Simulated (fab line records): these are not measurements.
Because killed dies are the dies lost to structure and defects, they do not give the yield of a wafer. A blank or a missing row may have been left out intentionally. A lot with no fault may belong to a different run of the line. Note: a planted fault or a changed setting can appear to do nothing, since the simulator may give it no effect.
Comparing a struck lot with a sound one	flow n5Finfet	15 out of 1938 route steps
Sound: the wafers L211.2, L211.3, L211.4. Struck: wafer L216.3 (left out: L216.1, L216.5 of the same lot, which were not struck); the cause appears at the end.
Per side, at each step with rows, come the tool, then ch with its chambers, and then its first start. Under that, the readings that differ: sound wafers	struck wafers	difference of the means	sigmas: that difference in standard deviations of wafers without a fault.
alike: a reading whose means differ by less than 2 such deviations, as well as words and numbers matching on both sides. not compared: withheld readings; readings where some wafer has no value; bounds like >300 that might hide an equal value; numbers whose values overlap and for which the record gives no deviation.
A row with sigmas, a row that says differs or no value, or rows on one side alone: a step with any of these is where the two part. Numbers that have no deviation but don't overlap get no sigmas and don't part them. Lack of a reading on every wafer of one side parts them only where that side has two or more wafers.

N5_BEOL_M8_OVL_MEAS_29:
  sound on overlay-01 ch 0, day 12 17:11; struck on overlay-02 ch 0, day 14 03:41
  alike: V7_OVL
N5_BEOL_M8_INSPECT_30: inspects for defects (brightfield).
  sound on defectInspect-02, day 12 17:14; struck on defectInspect-02, day 14 03:44
  alike: rawDefectCount
then, 2 steps without rows for these wafers: N5_BEOL_M8_DESCUM_33 (chemistry O2, time 7 s); N5_BEOL_M8_ETCH_72 (etches underlayer in N2/H2, target depth 6.5 nm, time 5.2 s).
N5_BEOL_M8_ETCH_65: etches SiARC in CF4, target depth 15.6 nm, time 26 s.
  sound on rieDiel-03 ch 0,1,2, day 12 17:19; struck on rieDiel-03 ch 3, day 14 03:50
  alike: biasW, drypumpMotorCurrentA, etchRfOnTimeS, mfcArSccm, oesProductAu, rfVppV, showerheadPlenumPTorr, throttleValvePct
  not compared: rfHoursCounterH
N5_BEOL_M8_ETCH_66: etches SOC in N2/H2, target depth 80 nm, overetch 16 nm, time 120 s.
  sound on rieDiel-03 ch 0,1,2, day 12 17:20; struck on rieDiel-03 ch 3, day 14 03:52
  alike: biasW, drypumpMotorCurrentA, oesProductAu, rfVppV, showerheadPlenumPTorr, throttleValvePct
  not compared: rfHoursCounterH
then, 2 steps without rows for these wafers: N5_BEOL_M8_STRIP_69 (strips in N2/H2); N5_BEOL_M8_STRIP_73 (strips in N2/H2).
N5_BEOL_M8_VIA_ETCH_34: etches SiCOH lowk in C4F6/O2, target depth 125.5 nm, time 50.5 s.
  sound on rieDiel-03 ch 0,1,2, day 12 17:26; struck on rieDiel-03 ch 3, day 14 03:58
  alike: biasW, drypumpMotorCurrentA, mfcArSccm, oesProductAu, rfVppV, showerheadPlenumPTorr, throttleValvePct
  not compared: rfHoursCounterH
then, 2 steps without rows for these wafers: N5_BEOL_M8_STRIP_76 (strips in C4F6/O2); N5_BEOL_M8_STRIP_36 (strips in N2/H2).
N5_BEOL_M8_TRENCH_ETCH_37: etches SiCOH lowk in C4F6/O2, target depth 93.478 nm, time 31.2 s.
  sound: rieDiel-03 ch 0,1,2; struck: rieDiel-03 ch 3
  alike: biasW, drypumpMotorCurrentA, mfcArSccm, oesProductAu, rfVppV, showerheadPlenumPTorr, throttleValvePct
  not compared: rfHoursCounterH
N5_BEOL_M8_ETCH_41: etches SiCN in CH3F/O2, target depth 31.9 nm, time 57.8 s.
  sound on rieDiel-03 ch 0,1,2, day 12 17:34; struck on rieDiel-03 ch 3, day 14 04:05
reading	sound	struck	difference	sigmas
biasW (W)	75.03 75.31 75.27	74.55	-0.65	-3
oesProductAu (a.u.)	0.82 0.98 0.69	1.16	+0.33	+3
model.etch.depthNm (nm)	22.53 22.31 21.53	36.34	+14.22	
  alike: drypumpMotorCurrentA, mfcArSccm, rfVppV, showerheadPlenumPTorr, throttleValvePct
  not compared: rfHoursCounterH
N5_BEOL_M8_STRIP_80: strips in N2/H2, time 10 s.
  sound: rieDiel-03 ch 0,1,2; struck: rieDiel-03 ch 3
  alike: drypumpMotorCurrentA, oesProductAu, rfVppV, showerheadPlenumPTorr, throttleValvePct
  not compared: rfHoursCounterH
N5_PASSIVATION_PROBE_49:
  the record has rows for the sound wafers here (prober-01, day 15 12:33) and none for the struck ones

WHERE THEY PART
Last at N5_PASSIVATION_PROBE_49 as far as this record goes, first at N5_BEOL_M8_ETCH_41.

WHY: what had been put in by the simulator
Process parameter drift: rieDiel-03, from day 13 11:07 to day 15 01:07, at N5_BEOL_M8_ETCH_41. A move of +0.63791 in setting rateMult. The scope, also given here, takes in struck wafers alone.
